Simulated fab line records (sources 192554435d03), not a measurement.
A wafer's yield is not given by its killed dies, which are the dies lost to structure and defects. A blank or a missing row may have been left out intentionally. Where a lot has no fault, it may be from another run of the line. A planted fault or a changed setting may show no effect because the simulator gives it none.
fab line records -- flow n5-finfet
record: lots: 12, wafers: 36, last-day: 17
route steps=1938 shown BEOL_M7@1297 BEOL_M8@1333
lots that met no fault: taken from a fault-free run of the same line
start-h: the number of hours between the record's first day and the start of the first shown wafer of the lot -- wait-h: hours since the lot's step before -- " same as the row above -- L1.1+2: a row that stands for several wafers -- - no value present, or no start provided -- * or withheld: withheld -- < > ~ a bound
route shown NAME@n: a module of which the file shows steps, and the number in the route of the first -- usual: average and standard deviation across the fault-free wafers -- same: alike in all rows -- chamber/n: place in a boat -- sites: readings site by site -- _std_site: standard deviation across them -- _edge_site: the outer-site mean with the inner-site mean subtracted -- radius-mm: how far each site lies from the wafer's centre -- mask NAME#n: copy n -- behind: the last tool/chamber to shape the wafer -- hold: why the lot was held/for how many hours/how that ended -- device: the transistor (n, p or np) that didn't switch -- end of line: tests of these same wafers at the route's end -- step lacking rows: just its recipe -- killed: dies lost to structure and defects at the first sort, not the wafer's yield -- map: a wafer's dies, x killed, . not, _ none there
set.NAME: setting as actually run; set.NAME@STEP: the setting as run at that earlier step -- model.NAME: the simulator's own value behind a step, which no gauge read
one table for each step of the route and one row for each wafer, over a sample of lots
services: when a tool's chamber went out of use (start-h, in hours from the record's first day, below 0 if earlier), for how many hours, and the reason
== steps ==
step: N5_BEOL_M7_OVL_MEAS_29
recipe: points-per-wafer: 522
usual: V6_OVL: -0.2/0.63
lot.wafer,tool,chamber,start-h,wait-h,V6_OVL[nm]
L680.1,overlay-01,0,205.17,0.0,0.4
L680.2,overlay-01,0,205.17,0.0,-0.3
L680.5,overlay-01,0,205.17,0.0,-0.2
L681.2,overlay-01,0,212.35,0.0,-0.4
L681.4,overlay-01,0,212.35,0.0,-1.1
L681.5,overlay-01,0,212.35,0.0,-0.6
L682.3,overlay-02,0,218.04,0.0,-0.8
L682.5,overlay-02,0,218.04,0.0,-0.9
L682.6,overlay-02,0,218.04,0.0,-0.1
L684.1,overlay-02,0,230.88,0.0,-0.1
L684.3,overlay-02,0,230.88,0.0,-0.4
L684.5,overlay-02,0,230.88,0.0,-0.9
L685.2,overlay-01,0,237.16,0.0,0.3
L685.5,overlay-01,0,237.16,0.0,0.9
L685.6,overlay-01,0,237.16,0.0,0.1
L686.1,overlay-02,0,241.89,0.0,-0.3
L686.2,overlay-02,0,241.89,0.0,-0.4
L686.3,overlay-02,0,241.89,0.0,0.0
L688.2,overlay-02,0,258.41,0.0,-0.2
L688.5,overlay-02,0,258.41,0.0,-0.4
L688.6,overlay-02,0,258.41,0.0,0.1
L690.2,overlay-02,0,267.49,0.0,0.5
L690.5,overlay-02,0,267.49,0.0,0.1
L690.6,overlay-02,0,267.49,0.0,0.2
L697.4,overlay-02,0,303.76,0.0,-0.5
L697.5,overlay-02,0,303.76,0.0,-0.1
L697.6,overlay-02,0,303.76,0.0,-0.6
L700.1,overlay-01,0,311.18,0.1,-1.0
L700.2,overlay-01,0,311.18,0.1,-0.9
L700.3,overlay-01,0,311.18,0.1,-0.2
L698.1,overlay-02,0,314.38,0.0,-0.2
L698.4,overlay-02,0,314.38,0.0,0.0
L698.6,overlay-02,0,314.38,0.0,0.2
L702.1,overlay-02,0,331.45,0.0,-0.4
L702.3,overlay-02,0,331.45,0.0,-0.8
L702.6,overlay-02,0,331.45,0.0,-0.4
step: N5_BEOL_M7_ALD_77
recipe: material: TaN, target-thk-a: 20, temp-c: 275, ald-precursor-family: PDMAT, ald-co-reactant: NH3, pressure-torr: 3, carrier-flow-sccm: 1500, pulse-time-s: 2, purge-time-s: 3, co-reactant-purge-time-s: 2, co-reactant-pulse-time-s: 3, ald-cycles: 40, precursor-vessel-temp-c: 75, precursor-vessel-pressure-torr: 26.25, precursor-vessel-carrier-sccm: 1000
usual: heater-power-w: 435/38
same: co-reactant-pulse-time-s: 3
lot.wafer,tool,chamber,start-h,wait-h,heater-power-w
L680.1,ald-metal-01,1,206.59,0.1,467
L680.2,ald-metal-01,3,206.59,0.1,476
L680.5,ald-metal-01,2,206.59,0.1,371
L681.2,ald-metal-04,3,214.93,0.1,420
L681.4,ald-metal-04,1,214.93,0.1,472
L681.5,ald-metal-04,3,214.93,0.1,416
L682.3,ald-metal-03,3,219.39,0.0,392
L682.5,ald-metal-03,0,219.39,0.0,441
L682.6,ald-metal-03,1,219.39,0.0,397
L684.1,ald-metal-03,3,232.49,0.0,399
L684.3,ald-metal-03,1,232.49,0.0,402
L684.5,ald-metal-03,2,232.49,0.0,448
L685.2,ald-metal-01,1,238.31,0.0,474
L685.5,ald-metal-01,1,238.31,0.0,476
L685.6,ald-metal-01,2,238.31,0.0,365
L686.1,ald-metal-03,1,243.37,0.1,391
L686.2,ald-metal-03,0,243.37,0.1,430
L686.3,ald-metal-03,2,243.37,0.1,464
L688.2,ald-metal-01,1,259.56,0.0,469
L688.5,ald-metal-01,1,259.56,0.0,475
L688.6,ald-metal-01,2,259.56,0.0,359
L690.2,ald-metal-01,2,269.21,0.0,364
L690.5,ald-metal-01,1,269.21,0.0,473
L690.6,ald-metal-01,2,269.21,0.0,370
L697.4,ald-metal-03,1,304.89,0.0,393
L697.5,ald-metal-03,3,304.89,0.0,405
L697.6,ald-metal-03,2,304.89,0.0,453
L700.1,ald-metal-04,2,312.50,0.1,456
L700.2,ald-metal-04,1,312.50,0.1,473
L700.3,ald-metal-04,0,312.50,0.1,475
L698.1,ald-metal-04,2,316.97,0.2,435
L698.4,ald-metal-04,1,316.97,0.2,451
L698.6,ald-metal-04,0,316.97,0.2,468
L702.1,ald-metal-03,2,332.91,0.0,455
L702.3,ald-metal-03,3,332.91,0.0,389
L702.6,ald-metal-03,2,332.91,0.0,471
step: N5_BEOL_M7_CVD_78
recipe: material: Co, target-thk-a: 20, temp-c: withheld, precursor: CCTBA/H2, pressure-torr: 30, time-s: 142.3
usual: run-length-s: 165.0/0.48
lot.wafer,tool,chamber,start-h,wait-h,run-length-s
L680.1,cvd-co-02,1,207.01,0.1,165.6
L680.2,cvd-co-02,0,207.01,0.1,164.5
L680.5,cvd-co-02,1,207.01,0.1,165.2
L681.2,cvd-co-01,2,215.31,0.0,165.4
L681.4,cvd-co-01,2,215.31,0.0,165.0
L681.5,cvd-co-01,0,215.31,0.0,164.9
L682.3,cvd-co-02,2,220.01,0.3,165.2
L682.5,cvd-co-02,2,220.01,0.3,164.6
L682.6,cvd-co-02,1,220.01,0.3,165.5
L684.1,cvd-co-01,2,232.94,0.1,165.7
L684.3,cvd-co-01,0,232.94,0.1,164.3
L684.5,cvd-co-01,0,232.94,0.1,164.6
L685.2,cvd-co-02,2,238.72,0.1,164.5
L685.5,cvd-co-02,0,238.72,0.1,165.0
L685.6,cvd-co-02,1,238.72,0.1,166.0
L686.1,cvd-co-02,2,244.59,0.2,164.5
L686.2,cvd-co-02,0,244.59,0.2,164.8
L686.3,cvd-co-02,1,244.59,0.2,165.3
L688.2,cvd-co-01,0,259.93,0.1,164.4
L688.5,cvd-co-01,2,259.93,0.1,166.1
L688.6,cvd-co-01,1,259.93,0.1,165.2
L690.2,cvd-co-02,1,269.63,0.0,165.5
L690.5,cvd-co-02,0,269.63,0.0,164.5
L690.6,cvd-co-02,2,269.63,0.0,165.1
L697.4,cvd-co-01,0,305.29,0.1,211.2
L697.5,cvd-co-01,1,305.29,0.1,165.0
L697.6,cvd-co-01,2,305.29,0.1,165.1
L700.1,cvd-co-02,2,312.87,0.0,165.2
L700.2,cvd-co-02,0,312.87,0.0,164.4
L700.3,cvd-co-02,1,312.87,0.0,165.1
L698.1,cvd-co-01,1,317.57,0.1,211.7
L698.4,cvd-co-01,1,317.57,0.1,211.5
L698.6,cvd-co-01,2,317.57,0.1,166.2
L702.1,cvd-co-02,2,333.31,0.0,164.6
L702.3,cvd-co-02,1,333.31,0.0,165.2
L702.6,cvd-co-02,1,333.31,0.0,165.2
step: N5_BEOL_M8_CURE_74
recipe: temp-c: 385, time-s: 240, ambient: He/Ar, material: SiCOH_lowk
usual: lamp-power-pct: 52.31/0.053, wafer_temp_C_max: 386.7/0.51
lot.wafer,tool,chamber,start-h,wait-h,lamp-power-pct,wafer_temp_C_max
L680.1,uv-cure-03,1,208.47,0.1,52.26,386.6
L680.2,uv-cure-03,1,208.47,0.1,52.37,387.0
L680.5,uv-cure-03,1,208.47,0.1,52.31,387.2
L681.2,uv-cure-02,0,216.61,0.1,52.23,386.6
L681.4,uv-cure-02,0,216.61,0.1,52.32,387.0
L681.5,uv-cure-02,0,216.61,0.1,52.26,386.8
L682.3,uv-cure-01,1,221.55,0.2,52.25,386.7
L682.5,uv-cure-01,1,221.55,0.2,52.26,386.3
L682.6,uv-cure-01,1,221.55,0.2,52.41,386.6
L684.1,uv-cure-01,2,234.26,0.0,52.30,386.8
L684.3,uv-cure-01,2,234.26,0.0,52.36,386.3
L684.5,uv-cure-01,2,234.26,0.0,52.28,386.8
L685.2,uv-cure-02,0,240.11,0.1,52.28,386.8
L685.5,uv-cure-02,0,240.11,0.1,52.24,386.6
L685.6,uv-cure-02,0,240.11,0.1,52.32,387.1
L686.1,uv-cure-02,2,246.08,0.0,52.20,386.1
L686.2,uv-cure-02,2,246.08,0.0,52.26,386.1
L686.3,uv-cure-02,2,246.08,0.0,52.33,386.6
L688.2,uv-cure-02,1,261.54,0.2,52.36,387.4
L688.5,uv-cure-02,1,261.54,0.2,52.27,386.6
L688.6,uv-cure-02,1,261.54,0.2,52.32,387.1
L690.2,uv-cure-02,2,270.99,0.1,52.43,386.6
L690.5,uv-cure-02,2,270.99,0.1,52.26,386.7
L690.6,uv-cure-02,2,270.99,0.1,52.34,386.8
L697.4,uv-cure-02,2,307.00,0.3,52.32,387.1
L697.5,uv-cure-02,2,307.00,0.3,52.25,386.7
L697.6,uv-cure-02,2,307.00,0.3,52.38,386.6
L700.1,uv-cure-03,2,314.08,0.0,52.32,387.6
L700.2,uv-cure-03,2,314.08,0.0,52.37,387.4
L700.3,uv-cure-03,2,314.08,0.0,52.24,386.6
L698.1,uv-cure-02,1,319.43,0.0,52.28,385.8
L698.4,uv-cure-02,1,319.43,0.0,52.32,386.9
L698.6,uv-cure-02,1,319.43,0.0,52.28,386.4
L702.1,uv-cure-03,1,334.88,0.1,52.29,387.3
L702.3,uv-cure-03,1,334.88,0.1,52.27,387.1
L702.6,uv-cure-03,1,334.88,0.1,52.30,386.8
== services ==
tool,chamber,start-h,hours,kind
uv-cure-03,-,194.90,7.5,pm
uv-cure-02,-,200.93,1.8,repair
ald-metal-03,-,206.57,4.3,pm
ald-metal-01,0,211.37,11.5,repair
ald-metal-01,1,217.23,12.6,repair
ald-metal-04,-,264.02,2.8,pm
ald-metal-01,0,264.08,25.0,repair
cvd-co-01,-,264.18,1.5,repair
uv-cure-01,-,272.45,1.2,repair
ald-metal-03,-,290.88,8.7,pm
uv-cure-01,-,301.21,7.1,pm
uv-cure-01,-,315.45,0.8,repair
uv-cure-02,-,320.65,1.0,pm
cvd-co-01,1,333.40,-,clean
cvd-co-01,1,333.40,22.0,scheduled-down
cvd-co-01,1,333.40,22.0,vent-cycle
== key ==
first-sign: step: N5_BEOL_M7_CVD_78, reading: run-length-s, direction: up, sigmas: 96, usual: *, struck: *
effect none on later readings
met-at N5_BEOL_M7_CVD_78
struck-lots L697,L698
struck-wafers L697.4,L698.1,L698.4
not-acting-at N5_BEOL_M7_OVL_MEAS_29,N5_BEOL_M7_ALD_77,N5_BEOL_M8_CURE_74
onset-between 259.93 305.29
fault: kind: process-parameter-drift, tool: cvd-co-01, chamber: -, onset-h: 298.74, steps: N5_BEOL_M7_CVD_78, channel: time-s, offset: *, shape: step, end-h: 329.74, scope: struck-wafers-only, acts-in: *, stated: *
